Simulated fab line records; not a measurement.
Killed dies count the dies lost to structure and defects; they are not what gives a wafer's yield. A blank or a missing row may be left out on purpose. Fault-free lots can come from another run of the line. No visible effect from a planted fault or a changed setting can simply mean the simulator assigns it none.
Which tool did it?	flow n5_finfet	29 wafers from 10 lots sampled at 4 of the route's 1938 steps

== WHAT EACH GAUGE READ, for each wafer ==
N5_BEOL_M5_INSPECT_13: inspects for defects (brightfield).
lot	measured	on	raw_defect_count
L381	day 8 01:59	defect_inspect-02	332 516 311
L382	day 8 07:11	defect_inspect-02	381 436 334
L390	day 10 09:12	defect_inspect-01	404 228
L391	day 10 12:42	defect_inspect-02	323 386 362
L396	day 12 13:34	defect_inspect-02	1610 487 487
L395	day 12 19:41	defect_inspect-02	540 365 408
L397	day 13 00:42	defect_inspect-02	362 667 305
L398	day 13 00:56	defect_inspect-02	451 495 432
L401	day 13 16:38	defect_inspect-01	436 395 1647
L403	day 14 10:35	defect_inspect-01	510 399 355

== WHICH TOOL RAN EACH LOT (tool, then ch and the chambers of the sampled wafers, then the start) ==
lot	N5_BEOL_M4_DEP_57	N5_BEOL_M5_ILD_DEP_00	N5_BEOL_M5_HM_DEP_02
L381	pecvd-01 ch 0,1,2, day 7 22:44	pecvd-02 ch 0,1,2, day 7 23:49	pvd_sputter-02, day 8 01:16
L382	pecvd-03 ch 1,2, day 8 01:50	pecvd-03 ch 0,2, day 8 02:58	pvd_sputter-03, day 8 06:35
L390	pecvd-04 ch 0,2, day 10 06:09	pecvd-04 ch 1,2, day 10 07:14	pvd_sputter-03, day 10 08:46
L391	pecvd-03 ch 0,1, day 10 09:15	pecvd-02 ch 1,2, day 10 10:20	pvd_sputter-02, day 10 12:05
L396	pecvd-03 ch 0,1, day 12 11:11	pecvd-04 ch 1,2, day 12 12:17	pvd_sputter-02, day 12 12:56
L395	pecvd-01 ch 1,2, day 12 16:43	pecvd-02 ch 1,2, day 12 17:49	pvd_sputter-01, day 12 19:13
L397	pecvd-03 ch 0,1,2, day 12 21:20	pecvd-03 ch 0,1,2, day 12 22:25	pvd_sputter-03, day 13 00:14
L398	pecvd-03 ch 0,2, day 12 22:04	pecvd-02 ch 0,1,2, day 12 23:10	pvd_sputter-03, day 13 00:20
L401	pecvd-03 ch 0,1,2, day 13 13:40	pecvd-03 ch 0,1, day 13 14:44	pvd_sputter-02, day 13 16:01
L403	pecvd-03 ch 0,1, day 14 07:35	pecvd-04 ch 0,1,2, day 14 08:40	pvd_sputter-01, day 14 09:59
- N5_BEOL_M4_DEP_57: deposits SiCN from 3MS/NH3, target thk 8 nm, time 14 s.
- N5_BEOL_M5_ILD_DEP_00: deposits SiCOH lowk from DEMS/porogen, target thk 140.64 nm, time 25.9 s.
- N5_BEOL_M5_HM_DEP_02: deposits TiN, target thk 20 nm.

== AS READ BY THE TOOLS THEMSELVES (means over the sampled wafers that have a number; for cases with no such wafer, the mark the record gives instead) ==
N5_BEOL_M4_DEP_57.
lot	tool	chamber_pressure_Torr (Torr)	showerhead_plenum_p_Torr (Torr)	throttle_valve_pct (%)
L381	pecvd-01	2.994	3.659	9.3
L382	pecvd-03	3.004	3.660	9.2
L390	pecvd-04	3.007	3.657	8.3
L391	pecvd-03	3.002	3.669	9.0
L396	pecvd-03	3.004	3.671	9.2
L395	pecvd-01	2.997	3.667	9.6
L397	pecvd-03	2.996	3.659	9.0
L398	pecvd-03	2.997	3.654	8.9
L401	pecvd-03	2.999	3.654	9.0
L403	pecvd-03	3.000	3.668	9.2

N5_BEOL_M5_ILD_DEP_00.
lot	tool	chamber_pressure_Torr (Torr)	heater_power_w (W)	showerhead_plenum_p_Torr (Torr)	throttle_valve_pct (%)
L381	pecvd-02	4.999	343	5.741	14.0
L382	pecvd-03	4.994	294	5.731	14.1
L390	pecvd-04	4.995	301	5.712	13.0
L391	pecvd-02	4.994	372	5.740	14.0
L396	pecvd-04	4.992	288	5.724	12.9
L395	pecvd-02	5.003	396	5.737	14.1
L397	pecvd-03	5.001	316	5.730	13.6
L398	pecvd-02	5.000	346	5.749	14.1
L401	pecvd-03	4.999	303	5.742	14.0
L403	pecvd-04	4.999	316	5.729	13.1

N5_BEOL_M5_HM_DEP_02.
lot	tool	throttle_valve_pct (%)
L381	pvd_sputter-02	29.9
L382	pvd_sputter-03	30.8
L390	pvd_sputter-03	30.4
L391	pvd_sputter-02	29.6
L396	pvd_sputter-02	30.0
L395	pvd_sputter-01	29.9
L397	pvd_sputter-03	29.7
L398	pvd_sputter-03	30.0
L401	pvd_sputter-02	30.0
L403	pvd_sputter-01	29.8

== THE ANSWER, worked out from the rows above alone ==
Rule: what is usual is taken from the lots themselves. The widest of any qualifying gaps counts: lots, ordered by their means at a reading, are off when they make up no more than a third of the lots, leave a main group of 4 or more, and stand apart from it by 3 or more times the standard deviation of that group's means. If all means in a main group match to the digits the tables above print for the reading, that group is not used. Also off: a lot with no number at a reading for which 4 or more lots have one. All remaining lots with rows at the step are treated as sound. After the gauges, taken in route order, come the tools' own readings; for these a lot's mean is taken, as printed above. At the first step where some lot is off, the reading lying furthest off is the one used; lots without a number count as furthest.
Off: L396, L401 (N5_BEOL_M5_INSPECT_13, raw_defect_count). Mean 401 and standard deviation 46 in the main group.
If a tool, at a process step before that reading, ran all the lots that are off and no sound lot after the first of them, it fits. The gauges at N5_BEOL_M5_INSPECT_13 are tried like those tools. One candidate fits, namely pvd_sputter-02 at N5_BEOL_M5_HM_DEP_02. A fault onset in the window from L391 (day 10 12:05, its last sound lot) to L396 (day 12 12:56, its first lot off) fits.

== WHAT THE SIMULATOR HAD INSERTED ==
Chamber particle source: pvd_sputter-02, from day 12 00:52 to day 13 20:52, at N5_BEOL_M5_HM_DEP_02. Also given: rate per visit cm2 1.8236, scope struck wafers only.
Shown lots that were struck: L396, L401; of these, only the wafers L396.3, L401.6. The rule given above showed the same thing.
